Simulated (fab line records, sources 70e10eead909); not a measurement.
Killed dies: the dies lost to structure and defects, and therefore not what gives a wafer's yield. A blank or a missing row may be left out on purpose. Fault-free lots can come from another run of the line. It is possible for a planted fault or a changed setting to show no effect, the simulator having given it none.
fab line records	flow nand_harc
[record] lots = 24	wafers = 72	last_day = 34
route steps=1302 shown P_M0@270 P_M1@300 P_M2@339
lots that met no fault: from a run of the same line without faults
start_h: the number of hours between the record's first day and the start of the first shown wafer of the lot	wait_h: hours from the lot's prior step to this one	" the same as in the row above	L1.1+2: several wafers, shown together as one row	- no value present, or no start provided	* or withheld: withheld	< > ~ a bound
route shown NAME@n: NAME is a module with steps in the file, n the number in the route of the first one	usual: mean/standard deviation of fault-free wafers	same: alike in all rows	chamber/n: place in a boat	sites: each site's reading	_std_site: the standard deviation of these	_edge_site: mean of outer sites minus mean of inner sites	radius_mm: for every site, how far away it sits from the centre of the wafer	mask NAME#n: copy n	behind: the tool/chamber that last shaped the wafer	hold: what put the lot on hold/how long, in hours/how the hold closed	device: which transistor (n, p or np) failed to switch	end of line: tests run on the same wafers once the route is complete	a step with no rows: only its recipe	killed: not the wafer's yield, but the dies lost to structure and defects at the first sort	map: a wafer's dies, marking killed ones x, the rest . and places with no die _
set.NAME: the setting that was run; set.NAME@STEP: the one run at that earlier step	model.NAME: the simulator's own value behind a step, which no gauge read
the route's steps for a sample of lots (tables are steps, rows are wafers)
services: a tool's chamber out of use, with start hour (start_h, from the record's first day; less than 0 if before it), hours out, and reason
[[steps]]
[step NHARC_P_M0_STRIP_18]
[recipe] power_w = 1000	n2_flow_sccm = 150	h2_flow_sccm = 150	ar_flow_sccm = 0	bias_w = 0	chemistry = N2/H2
[usual] drypump_motor_current_A = 5.5/0.42	mfc_ar_sccm = 0.005/0.01	oes_product_au = 0.998/0.0099	rf_vpp_V = 90.7/1	showerhead_plenum_p_Torr = 2.06/0.11	throttle_valve_pct = 14.172/0.0092
lot.wafer	tool	chamber	start_h	wait_h	drypump_motor_current_A	mfc_ar_sccm	oes_product_au	rf_hours_counter_h	rf_vpp_V	showerhead_plenum_p_Torr	throttle_valve_pct
L074.4	rie_diel-02	2	119.25	0.1	5.3	0.001	1.008	13	90.0	1.91	14.159
L074.2	"	0	"	"	5.7	0	1.005	12	91.3	2.14	14.168
L074.5	"	3	"	"	6.1	0.029	0.988	-	91.5	2.15	14.183
L075.3	rie_diel-04	3	132.72	0.1	5.2	0	1.000	47	89.9	1.95	14.179
L075.2	"	1	"	"	5.0	0	1.004	43	90.4	2.14	14.176
L075.5	"	0	"	"	6.3	0	0.992	-	90.7	2.10	14.164
L076.2	rie_diel-02	0	143.80	0.1	5.7	0	0.993	15	91.8	2.14	14.168
L076.4	"	1	"	"	4.9	0	1.013	14	90.6	2.13	14.182
L076.1	"	3	"	"	6.1	0.029	1.009	13	90.6	2.15	14.168
L077.2	rie_diel-04	0	152.05	0.1	6.3	0	0.999	49	90.4	2.09	14.170
L077.4	"	2	"	"	5.3	0.002	0.983	-	89.5	1.91	14.166
L077.6	"	0	"	"	6.3	0	1.000	-	89.9	2.09	14.175
L078.3	rie_diel-02	0	165.88	0.1	5.7	0	1.015	18	92.9	2.14	14.177
L078.2	"	2	"	"	5.3	0.001	1.014	21	90.2	1.90	14.164
L078.6	"	3	"	"	6.1	0.029	0.996	-	90.7	2.15	14.172
L079.4	rie_diel-11	0	178.92	0.1	5.7	0.016	1.014	24	89.8	1.91	14.171
L079.2	"	1	"	"	5.7	0	0.997	25	89.7	1.99	14.152
L079.6	"	2	"	"	5.8	0	0.991	-	89.2	2.19	14.171
L080.4	rie_diel-02	0	183.28	0.1	5.7	0	0.989	24	92.0	2.14	14.175
L080.3	"	3	"	"	6.1	0.029	0.986	20	89.9	2.14	14.169
L080.6	"	1	"	"	5.0	0	1.001	-	91.9	2.13	14.168
L081.1	rie_diel-02	2	193.10	0.2	5.3	0.001	1.002	26	91.3	1.90	14.173
L081.6	"	3	"	"	6.1	0.029	0.986	-	89.5	2.14	14.173
L081.5	"	0	"	"	5.7	0	0.996	-	90.5	2.14	14.160
L082.2	rie_diel-02	2	208.56	0.1	5.3	0.001	1.015	28	89.7	1.90	14.168
L082.6	"	1	"	"	5.0	0	1.007	-	91.4	2.13	14.181
L082.5	"	2	"	"	5.3	0.001	1.017	-	90.7	1.90	14.194
L083.1	rie_diel-04	3	218.89	0.2	5.2	0	1.003	8	89.9	1.94	14.165
L083.4	"	1	"	"	5.0	0	1.010	10	91.1	2.13	14.166
L083.6	"	3	"	"	5.2	0	1.011	-	90.0	1.94	14.166
L085.2	rie_diel-04	1	232.61	0.1	5.0	0	1.008	16	90.1	2.13	14.166
L085.3	"	2	"	"	5.3	0.002	0.991	14	88.7	1.90	14.167
L085.5	"	1	"	"	5.0	0	1.008	-	91.1	2.13	14.164
L084.4	rie_diel-04	0	234.93	0.1	6.3	0	0.997	16	91.9	2.08	14.171
L084.5	"	2	"	"	5.3	0.002	0.990	-	90.1	1.90	14.165
L084.6	"	3	"	"	5.2	0	0.986	-	90.4	1.94	14.186
L086.2	rie_diel-11	0	243.84	0.1	5.7	0.016	0.997	49	89.6	1.90	14.176
L086.3	"	1	"	"	5.7	0	0.987	52	90.8	1.98	14.167
L086.6	"	2	"	"	5.8	0	0.994	-	93.2	2.18	14.164
L087.3	rie_diel-02	3	250.77	0.1	6.1	0.029	0.988	5	91.3	2.14	14.195
L087.6	"	3	"	"	6.1	0.029	1.002	-	91.3	2.14	14.165
L087.5	"	1	"	"	5.0	0	1.003	-	91.2	2.13	14.185
L088.3	rie_diel-02	3	267.24	0.1	6.0	0.029	0.985	10	90.0	2.14	14.168
L088.6	"	1	"	"	5.0	0	0.995	-	90.3	2.12	14.178
L088.4	"	0	"	"	5.7	0	0.987	-	92.1	2.13	14.177
L089.3	rie_diel-11	2	272.98	0.1	5.8	0	0.993	1	91.2	2.18	14.171
L089.2	"	1	"	"	5.7	0	0.994	1	90.9	1.98	14.167
L089.6	"	2	"	"	5.8	0	0.991	-	90.8	2.18	14.176
L090.2	rie_diel-02	1	284.84	0.1	5.0	0	1.009	17	90.8	2.12	14.185
L090.1	"	3	"	"	6.1	0.029	0.988	16	91.1	2.14	14.159
L090.6	"	1	"	"	5.0	0	1.010	-	90.9	2.12	14.181
L091.3	rie_diel-02	3	296.18	0.1	6.1	0.029	1.003	19	90.6	2.14	14.168
L091.2	"	0	"	"	5.7	0	0.996	20	90.5	2.13	14.165
L091.6	"	3	"	"	6.1	0.029	0.998	-	91.7	2.14	14.169
L092.1	rie_diel-04	3	301.07	0.1	5.2	0	1.000	36	89.9	1.93	14.162
L092.2	"	0	"	"	6.2	0	0.978	38	90.3	2.08	14.172
L092.6	"	2	"	"	5.3	0.002	0.988	-	88.7	1.90	14.171
L093.3	rie_diel-04	1	311.79	0.1	5.0	0	1.001	38	92.3	2.12	14.169
L093.2	"	2	"	"	5.3	0.002	1.004	39	88.4	1.89	14.172
L093.4	"	0	"	"	6.3	0	0.975	41	91.8	2.07	14.183
L095.2	rie_diel-02	0	330.37	0.1	5.7	0	0.999	26	91.4	2.13	14.172
L095.1	"	3	"	"	6.0	0.029	0.993	25	92.0	2.13	14.178
L095.5	"	0	"	"	5.7	0	0.992	-	92.7	2.13	14.168
L094.1	rie_diel-02	2	334.16	0.1	5.3	0.001	0.995	5	88.6	1.90	14.164
L094.2	"	0	"	"	5.7	0	0.990	27	91.6	2.13	14.167
L094.5	"	1	"	"	5.0	0	1.003	-	91.8	2.12	14.168
L096.3	rie_diel-04	3	345.04	0.1	5.2	0	1.001	48	89.5	1.92	14.174
L096.4	"	0	"	"	6.2	0	0.979	49	90.4	2.07	14.178
L096.1	"	1	"	"	5.0	0	0.995	49	92.5	2.12	14.181
L097.2	rie_diel-02	3	361.12	0.1	6.1	0.029	0.992	29	91.1	2.13	14.171
L097.6	"	2	"	"	5.3	0.001	1.000	-	89.4	1.90	14.182
L097.5	"	3	"	"	6.1	0.029	0.988	-	90.8	2.13	14.197
[step NHARC_P_M1_ETCH_15]
[recipe] target_depth_a = 1825	time_s = 91.2	c4f8_flow_sccm = withheld	ar_flow_sccm = 400	rf_w = 600	bias_w = 300	chemistry = C4F8/Ar
[usual] oes_product_au = 0.955/0.024	rf_vpp_V = 442.0/2.9
lot.wafer	tool	chamber	start_h	wait_h	oes_product_au	rf_hours_counter_h	rf_vpp_V
L074.4	rie_diel-13	1	-	-	0.937	37	436.4
L074.2	"	2	"	"	0.932	36	444.1
L074.5	"	1	"	"	0.930	-	434.8
L075.3	rie_diel-10	2	-	-	0.965	5	441.8
L075.2	"	3	"	"	0.977	5	444.5
L075.5	"	3	"	"	0.972	-	443.9
L076.4	rie_diel-10	2	-	-	0.970	6	442.2
L076.1	"	3	"	"	0.969	6	443.6
L076.2	"	0	"	"	0.964	5	440.5
L077.2	rie_diel-07	2	-	-	0.978	2	445.4
L077.4	"	3	"	"	0.975	2	443.9
L077.6	"	2	"	"	0.976	-	445.2
L078.2	rie_diel-07	0	-	-	0.962	2	441.9
L078.3	"	1	"	"	0.976	2	444.2
L078.6	"	0	"	"	0.963	-	440.7
L079.4	rie_diel-07	1	-	-	0.963	3	442.8
L079.2	"	0	"	"	0.949	3	441.9
L079.6	"	1	"	"	0.970	-	442.6
L080.4	rie_diel-10	1	-	-	0.973	9	436.4
L080.3	"	2	"	"	0.963	9	443.0
L080.6	"	1	"	"	0.982	-	437.0
L081.1	rie_diel-07	0	-	-	0.957	4	442.2
L081.5	"	2	"	"	0.984	-	445.1
L081.6	"	3	"	"	0.965	-	444.5
L082.2	rie_diel-07	0	-	-	0.952	5	442.0
L082.6	"	3	"	"	0.958	-	442.8
L082.5	"	0	"	"	0.954	-	441.9
L083.4	rie_diel-10	0	-	-	0.928	13	438.5
L083.1	"	1	"	"	0.912	12	436.9
L083.6	"	3	"	"	0.926	-	443.6
L085.2	rie_diel-07	1	-	-	0.976	7	444.3
L085.3	"	0	"	"	0.949	7	441.8
L085.5	"	1	"	"	0.967	-	443.5
L084.4	rie_diel-07	0	-	-	0.957	-	441.2
L084.5	"	2	"	"	0.958	-	444.0
L084.6	"	3	"	"	0.955	-	443.8
L086.3	rie_diel-07	2	-	-	0.914	7	444.7
L086.2	"	3	"	"	0.914	7	443.8
L086.6	"	1	"	"	0.927	-	443.3
L087.3	rie_diel-10	3	-	-	0.970	0	442.4
L087.6	"	2	"	"	0.979	-	443.7
L087.5	"	3	"	"	0.977	-	443.5
L088.3	rie_diel-07	1	-	-	0.928	7	443.4
L088.4	"	3	"	"	0.922	8	445.2
L088.6	"	1	"	"	0.929	-	442.9
L089.3	rie_diel-10	1	-	-	0.907	2	436.2
L089.2	"	2	"	"	0.914	2	443.0
L089.6	"	2	"	"	0.926	-	443.6
L090.1	rie_diel-10	3	-	-	0.970	3	444.5
L090.2	"	0	"	"	0.973	4	439.8
L090.6	"	2	"	"	0.965	-	443.3
L091.2	rie_diel-13	0	-	-	0.923	37	440.0
L091.3	"	3	"	"	0.924	37	436.9
L091.6	"	0	"	"	0.926	-	440.9
L092.1	rie_diel-07	2	-	-	0.970	0	446.5
L092.2	"	0	"	"	0.988	0	443.4
L092.6	"	2	"	"	0.974	-	444.3
L093.2	rie_diel-10	0	-	-	0.965	5	439.1
L093.4	"	2	"	"	0.985	6	442.4
L093.3	"	3	"	"	0.969	5	444.1
L095.2	rie_diel-10	3	-	-	0.907	7	444.5
L095.1	"	1	"	"	0.910	7	436.4
L095.5	"	3	"	"	0.915	-	442.4
L094.1	rie_diel-10	1	-	-	0.945	7	434.8
L094.2	"	2	"	"	0.960	6	443.0
L094.5	"	3	"	"	0.974	-	443.4
L096.4	rie_diel-07	2	-	-	0.970	4	446.7
L096.3	"	0	"	"	0.968	4	442.8
L096.1	"	1	"	"	0.961	4	442.9
L097.2	rie_diel-10	1	-	-	0.970	10	436.8
L097.5	"	3	"	"	0.961	-	444.7
L097.6	"	0	"	"	0.962	-	440.7
[step NHARC_P_M1_CD_MEAS_16]
[usual] cd_nm = 129.8/0.78
lot.wafer	tool	chamber	start_h	wait_h	cd_nm
L074.2	cd_sem-01	-	123.32	-	130.0
L074.4	"	-	"	"	129.6
L074.5	"	-	"	"	128.6
L075.2	cd_sem-01	-	136.83	-	130.2
L075.3	"	-	"	"	129.4
L075.5	"	-	"	"	128.7
L076.1	cd_sem-03	-	147.68	-	128.5
L076.2	"	-	"	"	130.2
L076.4	"	-	"	"	130.0
L077.2	cd_sem-02	-	155.98	-	129.5
L077.4	"	-	"	"	130.0
L077.6	"	-	"	"	130.9
L078.2	cd_sem-02	-	169.69	-	129.7
L078.3	"	-	"	"	129.0
L078.6	"	-	"	"	129.1
L079.2	cd_sem-02	-	182.72	-	130.7
L079.4	"	-	"	"	128.9
L079.6	"	-	"	"	130.0
L080.3	cd_sem-02	-	187.13	-	129.1
L080.4	"	-	"	"	130.5
L080.6	"	-	"	"	129.7
L081.1	cd_sem-01	-	197.02	-	129.4
L081.5	"	-	"	"	129.3
L081.6	"	-	"	"	131.3
L082.2	cd_sem-01	-	212.55	-	129.4
L082.5	"	-	"	"	129.6
L082.6	"	-	"	"	129.4
L083.1	cd_sem-03	-	222.87	-	129.4
L083.4	"	-	"	"	127.9
L083.6	"	-	"	"	130.2
L085.2	cd_sem-02	-	236.57	-	129.5
L085.3	"	-	"	"	130.3
L085.5	"	-	"	"	129.8
L084.4	cd_sem-01	-	238.96	-	129.8
L084.5	"	-	"	"	130.0
L084.6	"	-	"	"	131.2
L086.2	cd_sem-02	-	247.80	-	129.9
L086.3	"	-	"	"	129.5
L086.6	"	-	"	"	130.2
L087.3	cd_sem-02	-	254.83	-	130.8
L087.5	"	-	"	"	130.1
L087.6	"	-	"	"	131.2
L088.3	cd_sem-02	-	271.22	-	130.3
L088.4	"	-	"	"	129.8
L088.6	"	-	"	"	129.7
L089.2	cd_sem-03	-	276.97	-	130.9
L089.3	"	-	"	"	129.7
L089.6	"	-	"	"	129.8
L090.1	cd_sem-03	-	288.91	-	129.3
L090.2	"	-	"	"	130.7
L090.6	"	-	"	"	130.2
L091.2	cd_sem-03	-	300.23	-	129.5
L091.3	"	-	"	"	131.0
L091.6	"	-	"	"	129.5
L092.1	cd_sem-01	-	305.20	-	129.5
L092.2	"	-	"	"	129.9
L092.6	"	-	"	"	128.1
L093.2	cd_sem-03	-	315.64	-	128.2
L093.3	"	-	"	"	129.6
L093.4	"	-	"	"	128.0
L095.1	cd_sem-02	-	334.48	-	129.7
L095.2	"	-	"	"	130.0
L095.5	"	-	"	"	128.6
L094.1	cd_sem-01	-	338.04	-	129.8
L094.2	"	-	"	"	130.9
L094.5	"	-	"	"	130.5
L096.1	cd_sem-01	-	349.03	-	130.8
L096.3	"	-	"	"	129.1
L096.4	"	-	"	"	130.0
L097.2	cd_sem-02	-	364.98	-	130.5
L097.5	"	-	"	"	130.3
L097.6	"	-	"	"	131.5
[step NHARC_P_M1_CMP_23]
[recipe] t_overpolish_s = 20	target_thk_nm = 157.82
[usual] motor_current_A = 11.9/1.2	time_to_endpoint_s = 28.6/2.6
[same] t_overpolish_s = 20
lot.wafer	tool	chamber	start_h	wait_h	motor_current_A	time_to_endpoint_s
L074.4	cmp-03	1	125.25	-	11.1	26.3
L074.2	"	2	"	"	12.9	28.9
L074.5	"	0	"	"	11.5	27.0
L075.2	cmp-02	0	138.64	-	12.4	28.6
L075.3	"	1	"	"	12.7	26.7
L075.5	"	0	"	"	13.8	28.7
L076.4	cmp-03	2	149.51	-	13.1	29.3
L076.2	"	3	"	"	11.8	28.7
L076.1	"	0	"	"	11.1	26.3
L077.2	cmp-04	0	157.84	-	10.3	26.5
L077.4	"	1	"	"	12.7	27.8
L077.6	"	0	"	"	10.3	26.7
L078.2	cmp-02	0	171.49	-	12.6	29.7
L078.3	"	2	"	"	10.9	33.7
L078.6	"	0	"	"	12.8	30.0
L079.4	cmp-02	3	184.52	-	13.5	33.7
L079.2	"	2	"	"	11.3	33.3
L079.6	"	3	"	"	14.0	32.5
L080.3	cmp-04	1	188.96	-	12.9	26.5
L080.4	"	0	"	"	9.9	27.4
L080.6	"	2	"	"	10.4	28.6
L081.1	cmp-03	2	198.86	-	12.6	29.5
L081.5	"	0	"	"	10.7	27.5
L081.6	"	1	"	"	10.8	26.7
L082.2	cmp-02	3	214.37	-	13.4	29.1
L082.6	"	3	"	"	14.6	28.5
L082.5	"	0	"	"	13.4	28.5
L083.4	cmp-03	2	224.73	-	12.3	30.7
L083.1	"	3	"	"	12.2	32.6
L083.6	"	0	"	"	10.5	31.0
L085.2	cmp-04	3	238.42	-	11.4	29.5
L085.3	"	0	"	"	10.5	25.3
L085.5	"	1	"	"	12.3	28.5
L084.4	cmp-04	3	240.81	-	11.6	29.9
L084.6	"	1	"	"	12.4	29.0
L084.5	"	2	"	"	10.0	30.8
L086.2	cmp-03	2	249.64	-	12.6	28.6
L086.3	"	3	"	"	11.7	26.2
L086.6	"	1	"	"	10.9	25.0
L087.3	cmp-03	1	256.65	-	11.1	25.9
L087.5	"	0	"	"	11.0	25.9
L087.6	"	1	"	"	11.4	27.2
L088.4	cmp-02	1	273.05	-	13.2	25.2
L088.3	"	3	"	"	13.7	30.0
L088.6	"	0	"	"	13.0	26.3
L089.2	cmp-02	0	278.82	-	12.4	26.1
L089.3	"	1	"	"	13.0	25.3
L089.6	"	3	"	"	14.1	24.6
L090.2	cmp-03	1	290.73	-	10.4	24.2
L090.1	"	3	"	"	12.2	27.1
L090.6	"	1	"	"	10.8	24.0
L091.2	cmp-04	0	302.06	-	10.2	25.4
L091.3	"	1	"	"	12.9	26.9
L091.6	"	0	"	"	10.3	27.2
L092.2	cmp-02	2	307.06	-	10.5	32.2
L092.1	"	0	"	"	12.9	27.4
L092.6	"	3	"	"	14.7	28.1
L093.3	cmp-03	3	317.53	-	12.2	30.4
L093.2	"	0	"	"	11.2	28.5
L093.4	"	1	"	"	10.3	27.1
L095.1	cmp-03	0	336.30	-	11.9	31.6
L095.2	"	1	"	"	10.5	31.0
L095.5	"	3	"	"	11.5	35.6
L094.2	cmp-04	1	339.86	-	12.7	27.7
L094.1	"	3	"	"	12.2	33.2
L094.5	"	1	"	"	12.4	29.0
L096.4	cmp-02	0	351.24	-	12.6	25.3
L096.3	"	1	"	"	12.5	24.9
L096.1	"	2	"	"	10.7	30.4
L097.2	cmp-02	2	366.81	-	10.3	32.3
L097.6	"	1	"	"	12.6	24.9
L097.5	"	2	"	"	10.3	30.5
[step NHARC_P_M1_INSPECT_27]
[usual] raw_defect_count = 330/130
lot.wafer	tool	chamber	start_h	wait_h	raw_defect_count
L074.2	defect_inspect-01	-	125.70	0.0	200
L074.4	"	-	"	"	241
L074.5	"	-	"	"	139
L075.2	defect_inspect-01	-	139.09	0.0	485
L075.3	"	-	"	"	667
L075.5	"	-	"	"	778
L076.1	defect_inspect-01	-	149.95	0.0	295
L076.2	"	-	"	"	319
L076.4	"	-	"	"	431
L077.2	defect_inspect-02	-	158.28	0.0	522
L077.4	"	-	"	"	384
L077.6	"	-	"	"	312
L078.2	defect_inspect-02	-	171.96	0.0	220
L078.3	"	-	"	"	687
L078.6	"	-	"	"	394
L079.2	defect_inspect-01	-	185.00	0.0	239
L079.4	"	-	"	"	383
L079.6	"	-	"	"	360
L080.3	defect_inspect-02	-	189.43	0.0	272
L080.4	"	-	"	"	311
L080.6	"	-	"	"	310
L081.1	defect_inspect-02	-	199.30	0.0	314
L081.5	"	-	"	"	261
L081.6	"	-	"	"	205
L082.2	defect_inspect-02	-	214.85	0.0	222
L082.5	"	-	"	"	267
L082.6	"	-	"	"	436
L083.1	defect_inspect-01	-	225.15	0.0	321
L083.4	"	-	"	"	168
L083.6	"	-	"	"	245
L085.2	defect_inspect-02	-	238.83	0.0	193
L085.3	"	-	"	"	173
L085.5	"	-	"	"	176
L084.4	defect_inspect-01	-	241.22	0.0	422
L084.5	"	-	"	"	393
L084.6	"	-	"	"	243
L086.2	defect_inspect-01	-	250.08	0.0	173
L086.3	"	-	"	"	186
L086.6	"	-	"	"	247
L087.3	defect_inspect-01	-	257.09	0.0	619
L087.5	"	-	"	"	188
L087.6	"	-	"	"	645
L088.3	defect_inspect-01	-	273.50	0.0	296
L088.4	"	-	"	"	410
L088.6	"	-	"	"	320
L089.2	defect_inspect-02	-	279.24	0.0	265
L089.3	"	-	"	"	416
L089.6	"	-	"	"	376
L090.1	defect_inspect-02	-	291.20	0.0	195
L090.2	"	-	"	"	234
L090.6	"	-	"	"	186
L091.2	defect_inspect-01	-	302.50	0.0	197
L091.3	"	-	"	"	165
L091.6	"	-	"	"	237
L092.1	defect_inspect-02	-	307.53	0.0	403
L092.2	"	-	"	"	483
L092.6	"	-	"	"	678
L093.2	defect_inspect-02	-	317.97	0.0	638
L093.3	"	-	"	"	395
L093.4	"	-	"	"	264
L095.1	defect_inspect-02	-	336.74	0.0	555
L095.2	"	-	"	"	504
L095.5	"	-	"	"	254
L094.1	defect_inspect-02	-	340.31	0.0	316
L094.2	"	-	"	"	421
L094.5	"	-	"	"	455
L096.1	defect_inspect-01	-	351.71	0.0	287
L096.3	"	-	"	"	192
L096.4	"	-	"	"	150
L097.2	defect_inspect-02	-	367.27	0.0	339
L097.5	"	-	"	"	391
L097.6	"	-	"	"	313
[step NHARC_P_M2_PRE_CLEAN_30]
[recipe] time_s = 30	temp_c = 280	gas = H2/He
[usual] heater_power_w = 413/47
lot.wafer	tool	chamber	start_h	wait_h	heater_power_w
L074.4	pvd_sputter-01	-	-	-	461
L074.2	"	-	"	"	515
L074.5	"	-	"	"	463
L075.3	pvd_sputter-01	-	-	-	356
L075.2	"	-	"	"	461
L075.5	"	-	"	"	356
L076.4	pvd_sputter-03	-	-	-	407
L076.1	"	-	"	"	368
L076.2	"	-	"	"	403
L077.2	pvd_sputter-03	-	-	-	491
L077.4	"	-	"	"	368
L077.6	"	-	"	"	412
L078.3	pvd_sputter-01	-	-	-	385
L078.2	"	-	"	"	364
L078.6	"	-	"	"	471
L079.4	pvd_sputter-01	-	-	-	513
L079.2	"	-	"	"	383
L079.6	"	-	"	"	353
L080.3	pvd_sputter-01	-	-	-	464
L080.4	"	-	"	"	376
L080.6	"	-	"	"	513
L081.1	pvd_sputter-02	-	-	-	435
L081.6	"	-	"	"	379
L081.5	"	-	"	"	373
L082.2	pvd_sputter-02	-	-	-	380
L082.5	"	-	"	"	427
L082.6	"	-	"	"	381
L083.4	pvd_sputter-02	-	-	-	375
L083.1	"	-	"	"	373
L083.6	"	-	"	"	379
L085.3	pvd_sputter-02	-	-	-	378
L085.2	"	-	"	"	381
L085.5	"	-	"	"	385
L084.4	pvd_sputter-02	-	-	-	435
L084.6	"	-	"	"	430
L084.5	"	-	"	"	377
L086.3	pvd_sputter-03	-	-	-	403
L086.2	"	-	"	"	424
L086.6	"	-	"	"	371
L087.3	pvd_sputter-03	-	-	-	413
L087.6	"	-	"	"	418
L087.5	"	-	"	"	404
L088.4	pvd_sputter-03	-	-	-	489
L088.3	"	-	"	"	416
L088.6	"	-	"	"	416
L089.3	pvd_sputter-03	-	-	-	425
L089.2	"	-	"	"	362
L089.6	"	-	"	"	403
L090.1	pvd_sputter-01	-	-	-	388
L090.2	"	-	"	"	400
L090.6	"	-	"	"	394
L091.3	pvd_sputter-02	-	-	-	396
L091.2	"	-	"	"	446
L091.6	"	-	"	"	388
L092.2	pvd_sputter-03	-	-	-	417
L092.1	"	-	"	"	401
L092.6	"	-	"	"	493
L093.3	pvd_sputter-02	-	-	-	378
L093.4	"	-	"	"	394
L093.2	"	-	"	"	383
L095.2	pvd_sputter-02	-	-	-	450
L095.1	"	-	"	"	385
L095.5	"	-	"	"	388
L094.2	pvd_sputter-02	-	-	-	380
L094.1	"	-	"	"	400
L094.5	"	-	"	"	381
L096.4	pvd_sputter-02	-	-	-	391
L096.1	"	-	"	"	381
L096.3	"	-	"	"	385
L097.2	pvd_sputter-01	-	-	-	386
L097.5	"	-	"	"	382
L097.6	"	-	"	"	529
[[services]]
tool	chamber	start_h	hours	kind
rie_diel-10	1	101.33	2.2	repair
rie_diel-02	3	102.24	3.7	repair
pvd_sputter-02	-	104.03	10.0	pm
rie_diel-07	3	104.10	12.1	repair
cmp-02	-	108.94	1.3	repair
rie_diel-10	0	116.01	4.0	repair
rie_diel-07	-	117.22	9.0	pm
cmp-03	-	125.63	5.2	repair
cmp-03	-	132.12	6.2	repair
cmp-02	-	134.50	4.0	pm
cmp-02	-	160.33	0.7	repair
cmp-02	-	163.07	2.4	repair
cmp-03	-	163.29	4.0	pm
rie_diel-10	-	171.78	0.4	repair
rie_diel-02	-	216.92	9.0	pm
rie_diel-07	1	237.54	1.3	repair
rie_diel-02	2	238.83	70.3	repair
rie_diel-10	-	242.65	9.0	pm
pvd_sputter-02	-	282.03	10.0	pm
rie_diel-07	-	294.22	9.0	pm
rie_diel-07	1	316.58	3.8	repair
rie_diel-10	2	323.97	10.4	repair
rie_diel-07	3	346.40	2.0	repair
rie_diel-07	2	355.91	5.4	repair
[[key]]
fault none
